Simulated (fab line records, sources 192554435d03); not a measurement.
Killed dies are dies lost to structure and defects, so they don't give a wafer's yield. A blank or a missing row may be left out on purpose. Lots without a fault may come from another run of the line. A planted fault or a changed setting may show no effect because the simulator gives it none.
fab line records | flow n5_finfet | part 2 of 2: steps 19 to 32 of 32
record lots=5 wafers=15 last_day=17
route steps=1938 shown BEOL_M15@1818 PASS1_DEP@1831 MIM_BOT@1832 MIM_TOP@1834 MIM_TOP_LITHO@1839
lots that met no fault: from a run of the same line without faults
start_h: hours from the record's first day to the start of the lot's first wafer shown | wait_h: hours since the lot's step before | " the same as in the row above | L1.1+2: a row that stands for several wafers | - no value, or no start given | * or withheld: withheld | < > ~ a bound
route shown NAME@n: a module of which the file shows steps, and the number in the route of the first | usual: mean/standard deviation of fault-free wafers | same: alike in all rows | chamber/n: place in a boat | sites: the reading at each site | _std_site: their standard deviation | _edge_site: outer sites' mean less inner sites' | radius_mm: how far each site lies from the wafer's centre | mask NAME#n: copy n | behind: the tool/chamber that last shaped the wafer | hold: why the lot was held/for how many hours/how that ended | device: the transistor (n, p or np) that didn't switch | end of line: the same wafers' tests at the end of the route | a step without rows: its recipe alone | killed: dies lost to structure and defects at the first sort, not the wafer's yield | map: a wafer's dies, x killed, . not, _ none there
set.NAME: the setting as run; set.NAME@STEP: as run at that earlier step | model.NAME: the simulator's own value behind a step, which no gauge read
lots at some steps of the route; a table a step, a row a wafer
services: from which hour (start_h, from the record's first day; less than 0 if before it) a tool's chamber was out of use, for how many hours, and why
## steps
# step N5_MIM_TOP_ALD_02
# recipe material=Al2O3 target_thk_a=* temp_c=withheld ald_precursor_family=TMA ald_co_reactant=O3 pulse_time_s=withheld purge_time_s=3 co_reactant_purge_time_s=withheld co_reactant_pulse_time_s=3 ald_cycles=withheld
# usual precursor_pulse_height_rel=1.001/0.02
# columns lot.wafer tool chamber start_h wait_h precursor_pulse_height_rel
L077.2 ald_hk-03 1 - - 0.979
L077.4 " 3 " " 1.031
L077.6 " 0 " " 1.010
L083.2 ald_hk-02 0 - - 1.001
L083.3 " 3 " " 1.035
L083.4 " 1 " " 0.998
L085.3 ald_hk-03 3 - - 0.999
L085.4 " 2 " " 1.021
L085.5 " 2 " " 1.001
L088.3 ald_hk-01 2 - - 0.989
L088.4 " 1 " " 0.987
L088.6 " 0 " " 1.002
L095.1 ald_hk-02 3 - - 1.017
L095.4 " 0 " " 1.005
L095.6 " 1 " " 0.995
# step N5_MIM_TOP_DEGAS_04
# recipe ambient=vacuum temp_c=300 time_s=60
# usual heater_power_w=475/52
# columns lot.wafer tool chamber start_h wait_h heater_power_w
L077.2 pvd_sputter-03 - 304.04 - 428
L077.4 " - " " 453
L077.6 " - " " 449
L083.2 pvd_sputter-02 - 330.58 - 537
L083.3 " - " " 434
L083.4 " - " " 371
L085.3 pvd_sputter-01 - 338.44 - 475
L085.4 " - " " 466
L085.5 " - " " 486
L088.3 pvd_sputter-03 - 376.65 - 433
L088.4 " - " " 543
L088.6 " - " " 518
L095.1 pvd_sputter-03 - 396.71 - 532
L095.4 " - " " 430
L095.6 " - " " 451
# step N5_MIM_TOP_SPUTTER_03
# recipe material=TiN target_thk_a=350 temp_c=200 power_w=3000 chamber_pressure_pa=0.49996 gas=Ar reactive_partial_pa=0.37997 time_s=89.7
# usual throttle_valve_pct=30.1/1.1
# columns lot.wafer tool chamber start_h wait_h throttle_valve_pct
L077.2 pvd_sputter-03 - 304.08 0.0 31.4
L077.4 " - " " 31.1
L077.6 " - " " 29.5
L083.2 pvd_sputter-02 - 330.62 0.0 28.3
L083.3 " - " " 29.2
L083.4 " - " " 29.9
L085.3 pvd_sputter-01 - 338.48 0.0 30.9
L085.4 " - " " 31.3
L085.5 " - " " 30.8
L088.3 pvd_sputter-03 - 376.69 0.0 31.3
L088.4 " - " " 30.4
L088.6 " - " " 30.4
L095.1 pvd_sputter-03 - 396.75 0.0 30.4
L095.4 " - " " 31.5
L095.6 " - " " 31.1
# step N5_MIM_TOP_LITHO_HMDS_01
# recipe time_s=60 temp_c=120
# columns lot.wafer tool chamber start_h wait_h
L077.2+4+6 litho_track-04 0 304.19 0.1
L083.2+3+4 litho_track-04 0 330.75 0.1
L085.3+4+5 litho_track-05 0 338.58 0.1
L088.3+4+6 litho_track-04 0 376.79 0.1
L095.1+4+6 litho_track-02 0 396.86 0.1
# step N5_MIM_TOP_LITHO_COAT_02
# recipe spin_rpm=* resist_thk_nm=*
# columns lot.wafer tool chamber start_h wait_h
L077.2+4+6 litho_track-04 0 - -
L083.2+3+4 litho_track-04 0 - -
L085.3+4+5 litho_track-05 0 - -
L088.3+4+6 litho_track-04 0 - -
L095.1+4+6 litho_track-02 0 - -
# step N5_MIM_TOP_LITHO_EBR_04
# recipe solvent=PGMEA ebr_width_mm=1.5
# columns lot.wafer tool chamber start_h wait_h
L077.2+4+6 litho_track-04 0 - -
L083.2+3+4 litho_track-04 0 - -
L085.3+4+5 litho_track-05 0 - -
L088.3+4+6 litho_track-04 0 - -
L095.1+4+6 litho_track-02 0 - -
# step N5_MIM_TOP_LITHO_SOFTBAKE_03
# recipe temp_c=100 time_s=90
# columns lot.wafer tool chamber start_h wait_h
L077.2+4+6 litho_track-04 0 - -
L083.2+3+4 litho_track-04 0 - -
L085.3+4+5 litho_track-05 0 - -
L088.3+4+6 litho_track-04 0 - -
L095.1+4+6 litho_track-02 0 - -
# step N5_MIM_TOP_LITHO_EXPOSE_05
# recipe mask_id=MIM_TOP na=0.55 source_shape=conventional sigma_outer=0.8 polarization=unpolarized target_cd_nm=2000 dose_mj=20.5
# columns lot.wafer tool chamber start_h wait_h mask
L077.2+4+6 krf_scanner-02 0 304.30 - MIM_TOP#0
L083.2+3+4 krf_scanner-01 0 330.98 - MIM_TOP#0
L085.3+4+5 krf_scanner-01 0 338.70 - MIM_TOP#0
L088.3+4+6 krf_scanner-01 0 376.91 - MIM_TOP#0
L095.1+4+6 krf_scanner-02 0 397.09 - MIM_TOP#0
# step N5_MIM_TOP_LITHO_PEB_06
# recipe peb_temp_c=withheld peb_time_s=*
# columns lot.wafer tool chamber start_h wait_h
L077.2+4+6 litho_track-02 0 304.36 0.0
L083.2+3+4 litho_track-04 0 331.04 0.0
L085.3+4+5 litho_track-04 0 338.75 0.0
L088.3+4+6 litho_track-02 0 376.96 0.0
L095.1+4+6 litho_track-05 0 397.15 0.1
# step N5_MIM_TOP_LITHO_DEVELOP_07
# recipe develop_time_s=60 rinse_liquid=diw dry=air_spin dev_temp_c=21
# same develop_time_s=60
# columns lot.wafer tool chamber start_h wait_h
L077.2+4+6 litho_track-02 0 - -
L083.2+3+4 litho_track-04 0 - -
L085.3+4+5 litho_track-04 0 - -
L088.3+4+6 litho_track-02 0 - -
L095.1+4+6 litho_track-05 0 - -
# step N5_MIM_TOP_LITHO_HARDBAKE_09
# recipe temp_c=130 time_s=120
# columns lot.wafer tool chamber start_h wait_h
L077.2+4+6 litho_track-02 0 - -
L083.2+3+4 litho_track-04 0 - -
L085.3+4+5 litho_track-04 0 - -
L088.3+4+6 litho_track-02 0 - -
L095.1+4+6 litho_track-05 0 - -
# step N5_MIM_TOP_LITHO_CD_MEAS_08
# recipe target_cd_nm=2000 landing_energy_ev=500 detector=se_inlens
# usual cd_nm=2000.6/1.8
# columns lot.wafer tool chamber start_h wait_h cd_nm
L077.2 cd_sem-01 0 304.48 - 2000.7
L077.4 " 0 " " 2000.4
L077.6 " 0 " " 1999.3
L083.2 cd_sem-03 0 331.16 - 1997.4
L083.3 " 0 " " 1998.6
L083.4 " 0 " " 1997.4
L085.3 cd_sem-02 0 338.87 - 2001.6
L085.4 " 0 " " 2000.1
L085.5 " 0 " " 2001.3
L088.3 cd_sem-01 0 377.08 - 1999.5
L088.4 " 0 " " 2000.5
L088.6 " 0 " " 2000.5
L095.1 cd_sem-02 0 397.27 - 2004.8
L095.4 " 0 " " 2003.3
L095.6 " 0 " " 2002.4
# step N5_MIM_TOP_LITHO_OVL_MEAS_11
# recipe points_per_wafer=44
# usual MIM_TOP_OVL=-4/5.3
# columns lot.wafer tool chamber start_h wait_h MIM_TOP_OVL[nm]
L077.2 overlay-02 0 304.50 0.0 -6
L077.4 " 0 " " 0
L077.6 " 0 " " -8
L083.2 overlay-02 0 331.18 0.0 -8
L083.3 " 0 " " -4
L083.4 " 0 " " -4
L085.3 overlay-02 0 338.90 0.0 -3
L085.4 " 0 " " -2
L085.5 " 0 " " -8
L088.3 overlay-01 0 377.11 0.0 -6
L088.4 " 0 " " 3
L088.6 " 0 " " -1
L095.1 overlay-01 0 397.30 0.0 -8
L095.4 " 0 " " -8
L095.6 " 0 " " -7
# step N5_MIM_TOP_LITHO_INSPECT_12
# recipe mode=adi inspect_instrument=macro
# usual raw_defect_count=2.3/1.4
# columns lot.wafer tool chamber start_h wait_h raw_defect_count
L077.2 defect_inspect-01 - 304.53 0.0 4
L077.4 " - " " 2
L077.6 " - " " 3
L083.2 defect_inspect-01 - 331.21 0.0 5
L083.3 " - " " 4
L083.4 " - " " 5
L085.3 defect_inspect-01 - 338.92 0.0 0
L085.4 " - " " 0
L085.5 " - " " 3
L088.3 defect_inspect-02 - 377.13 0.0 3
L088.4 " - " " 4
L088.6 " - " " 1
L095.1 defect_inspect-02 - 397.32 0.0 2
L095.4 " - " " 3
L095.6 " - " " 1
## services
# columns tool chamber start_h hours kind
ecd_cu-01 - 277.76 1.1 repair
krf_scanner-02 - 278.90 1.0 pm
cmp-03 - 287.33 5.4 pm
krf_scanner-01 - 290.03 0.8 pm
cmp-04 - 290.14 1.1 repair
pecvd-01 1 294.60 5.9 repair
pvd_sputter-02 - 301.83 7.9 repair
krf_scanner-01 - 302.46 1.0 pm
krf_scanner-01 - 318.54 1.3 pm
pecvd-01 2 323.02 8.5 repair
krf_scanner-02 - 326.00 0.4 repair
ald_hk-02 - 332.03 8.7 pm
ecd_cu-01 - 344.62 0.2 repair
ald_hk-02 - 349.50 0.8 repair
cmp-04 - 350.39 1.1 repair
krf_scanner-02 - 357.11 0.8 pm
krf_scanner-01 - 361.03 2.7 repair
ecd_cu-01 - 361.52 0.9 repair
krf_scanner-02 - 369.20 1.0 repair
cmp-04 - 371.38 4.0 pm
krf_scanner-01 - 372.22 0.6 repair
ald_hk-02 - 379.02 2.8 pm
pecvd-03 - 384.77 0.5 repair
pvd_sputter-02 - 394.40 1.9 repair
